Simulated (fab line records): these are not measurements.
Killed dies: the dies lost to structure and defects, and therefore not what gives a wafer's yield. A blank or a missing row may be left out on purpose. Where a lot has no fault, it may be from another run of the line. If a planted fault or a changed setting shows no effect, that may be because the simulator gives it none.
Chamber matching | flow n5-finfet | N5_BEOL_M0_SAQP_ETCH_106 on rie-diel-02: 4 sister chambers
The step etches SOC in N2/H2, stops on SiNx, target depth 150 nm. 8 wafers are shown with their chamber, then 7 later ones without.

## WAFERS PAIRED WITH THEIR CHAMBERS
wafer  | chamber | showerhead-plenum-p-Torr (Torr) | throttle-valve-pct (%)
L077.6 | 0       | 2.44                            | 17.88
L080.4 | 3       | 2.50                            | 18.18
L080.5 | 1       | 2.63                            | 17.85
L079.1 | 2       | 2.63                            | 18.03
L079.3 | 0       | 2.44                            | 17.89
L079.5 | 1       | 2.63                            | 17.83
L083.3 | 2       | 2.62                            | 18.05
L083.5 | 3       | 2.49                            | 18.18

## WAFERS WHOSE CHAMBER IS MISSING
wafer  | showerhead-plenum-p-Torr (Torr) | throttle-valve-pct (%)
L083.6 | 2.62                            | 18.05
L090.1 | 2.49                            | 17.77
L090.2 | 2.43                            | 17.89
L090.6 | 2.62                            | 17.89
L097.2 | 2.43                            | 17.94
L097.3 | 2.49                            | 17.80
L097.6 | 2.62                            | 17.60

## EACH ONE'S CHAMBER
wafer  | from the rows above | in truth
L083.6 | 2                   | 2
L090.1 | 0                   | 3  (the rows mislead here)
L090.2 | 0                   | 0
L090.6 | 1                   | 1
L097.2 | 0                   | 0
L097.3 | 0                   | 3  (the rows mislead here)
L097.6 | 1                   | 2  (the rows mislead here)
Correctly placed: 4 of 7. Can't be placed from these rows: 0. 3 placed wrongly.
How it was worked out, from the rows above alone: a wafer's distance from a chamber is the root of the sum, over the readings, of the square of ((its reading less the chamber's mean) divided by the reading's scatter). The wafer belongs to the nearest chamber; if the next one is less than 2 further off, it can't be placed. The mean given for a chamber averages the wafers shown for that chamber. The scatter: take each reading less its chamber's mean, square it, sum over the shown wafers, divide by the number of wafers less the number of chambers, and take the root.
